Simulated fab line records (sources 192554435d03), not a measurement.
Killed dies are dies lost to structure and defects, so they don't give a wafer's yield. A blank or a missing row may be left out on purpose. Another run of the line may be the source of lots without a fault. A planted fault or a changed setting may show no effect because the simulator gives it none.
Which of the tools did it? -- flow n5-finfet -- 11 lots (33 wafers sampled), 1 step of a 1938-step route

## WHAT THE GAUGES READ, wafer by wafer
N5_BEOL_M11_OVL_MEAS_12.
lot,measured,on,M11_OVL (nm)
L076,day 10 05:36,overlay-02,-1.4 -0.8 -1.1
L077,day 11 06:56,overlay-01,-0.6 -0.7 -0.5
L080,day 11 14:52,overlay-01,-0.7 -0.4 -2.0
L082,day 11 18:35,overlay-02,0.5 0.1 1.5
L084,day 12 14:25,overlay-01,-0.3 -0.6 0.7
L086,day 13 10:07,overlay-01,-0.5 0.9 0.0
L087,day 13 13:46,overlay-01,-0.5 -0.2 -0.6
L092,day 14 09:28,overlay-02,-0.5 -1.1 0.3
L090,day 14 09:47,overlay-01,0.6 0.7 -0.2
L095,day 15 05:10,overlay-02,-1.1 -1.0 -0.5
L097,day 16 04:07,overlay-01,-1.3 0.6 -1.0

## WHAT TOOL EACH LOT RAN ON (gives the tool, then ch and the chambers of the sampled wafers, and finally the start)
The record shows no process step preceding these readings.

## THE ANSWER, worked out from the rows above alone
Rule: usual is defined by the lots themselves. Put in order of their means at a reading, lots are off if they are a third of the lots or fewer, leave a main group of 4 or more, and stand apart from it by a gap of 3 or more times the standard deviation of the main group's means; of several such gaps the widest counts. If all means in a main group match to the digits the tables above print for the reading, that group is not used. A lot without any number at a reading at which 4 lots or more have one is off too. All remaining lots with rows at the step are treated as sound.
Across all readings shown, no lot is off: no conclusion can be drawn from this.

## WHAT WAS PUT IN BY THE SIMULATOR
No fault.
